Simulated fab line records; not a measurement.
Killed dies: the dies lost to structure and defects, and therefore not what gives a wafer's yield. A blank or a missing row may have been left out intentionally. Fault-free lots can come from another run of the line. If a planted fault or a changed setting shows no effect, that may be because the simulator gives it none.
Matching of chambers || flow n5 finfet || 4 sister chambers for N5_DUMMY_GATE_ALD_02 on ald sin-02
The step deposits SiO2, target thk 2 nm, pulse time 1 s. 16 wafers are shown with their chamber, then 7 later ones without.

WAFERS WITH THEIR CHAMBER
{"wafer": "L905.1", "chamber": 3, "heater power w (W)": 516, "precursor pulse height rel": 1.004}
{"wafer": "L905.2", "chamber": 2, "heater power w (W)": 538, "precursor pulse height rel": 1.008}
{"wafer": "L905.6", "chamber": 0, "heater power w (W)": 428, "precursor pulse height rel": 0.995}
{"wafer": "L906.2", "chamber": 2, "heater power w (W)": 530, "precursor pulse height rel": 0.991}
{"wafer": "L906.6", "chamber": 1, "heater power w (W)": 518, "precursor pulse height rel": 1.001}
{"wafer": "L910.1", "chamber": 1, "heater power w (W)": 540, "precursor pulse height rel": 0.997}
{"wafer": "L910.2", "chamber": 2, "heater power w (W)": 549, "precursor pulse height rel": 1.002}
{"wafer": "L910.5", "chamber": 1, "heater power w (W)": 526, "precursor pulse height rel": 0.988}
{"wafer": "L911.1", "chamber": 3, "heater power w (W)": 521, "precursor pulse height rel": 1.033}
{"wafer": "L911.2", "chamber": 1, "heater power w (W)": 531, "precursor pulse height rel": 0.997}
{"wafer": "L911.6", "chamber": 3, "heater power w (W)": 522, "precursor pulse height rel": 0.968}
{"wafer": "L918.1", "chamber": 0, "heater power w (W)": 441, "precursor pulse height rel": 0.987}
{"wafer": "L918.3", "chamber": 1, "heater power w (W)": 527, "precursor pulse height rel": 1.002}
{"wafer": "L918.6", "chamber": 3, "heater power w (W)": 531, "precursor pulse height rel": 1.015}
{"wafer": "L924.1", "chamber": 1, "heater power w (W)": 525, "precursor pulse height rel": 0.987}
{"wafer": "L924.4", "chamber": 2, "heater power w (W)": 555, "precursor pulse height rel": 1.009}

SIGNATURES (means of the wafers above)
{"reading": "heater power w", "chamber 0": 434.50, "chamber 1": 527.83, "chamber 2": 543.00, "chamber 3": 522.50, "scatter within a chamber": 8.38}
{"reading": "precursor pulse height rel", "chamber 0": 0.99100, "chamber 1": 0.99533, "chamber 2": 1.00250, "chamber 3": 1.00500, "scatter within a chamber": 0.015}
Rule: a wafer lies at a distance from a chamber equal to the root of the sum of squares, over the readings, of (its reading less the chamber's mean, divided by the reading's scatter). The wafer belongs to the nearest chamber; if the next one is less than 2 further off, it can't be placed. How the scatter is found: for the shown wafers, subtract from each reading the mean of its chamber, square and add these, divide the total by (wafers less chambers), then take the root.

WAFERS WITHOUT THEIR CHAMBER
{"wafer": "L924.6", "heater power w (W)": 532, "precursor pulse height rel": 0.985}
{"wafer": "L925.1", "heater power w (W)": 440, "precursor pulse height rel": 1.002}
{"wafer": "L925.3", "heater power w (W)": 535, "precursor pulse height rel": 1.000}
{"wafer": "L925.4", "heater power w (W)": 521, "precursor pulse height rel": 0.996}
{"wafer": "L926.1", "heater power w (W)": 443, "precursor pulse height rel": 1.011}
{"wafer": "L926.3", "heater power w (W)": 519, "precursor pulse height rel": 0.952}
{"wafer": "L926.6", "heater power w (W)": 517, "precursor pulse height rel": 1.009}

WHICH CHAMBER EACH WENT THROUGH
{"wafer": "L924.6", "from the rows above": "can't be placed: 1 or 3 or 2", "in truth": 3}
{"wafer": "L925.1", "from the rows above": 0, "in truth": 0}
{"wafer": "L925.3", "from the rows above": "can't be placed: 1 or 2 or 3", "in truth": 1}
{"wafer": "L925.4", "from the rows above": "can't be placed: 3 or 1", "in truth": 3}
{"wafer": "L926.1", "from the rows above": 0, "in truth": 0}
{"wafer": "L926.3", "from the rows above": "can't be placed: 1 or 3 or 2", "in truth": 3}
{"wafer": "L926.6", "from the rows above": "can't be placed: 3 or 1", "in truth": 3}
2 of 7 placed correctly. Unplaceable from these rows: 5, with the true chamber sitting among the candidates in 5. Number placed wrongly: 0.
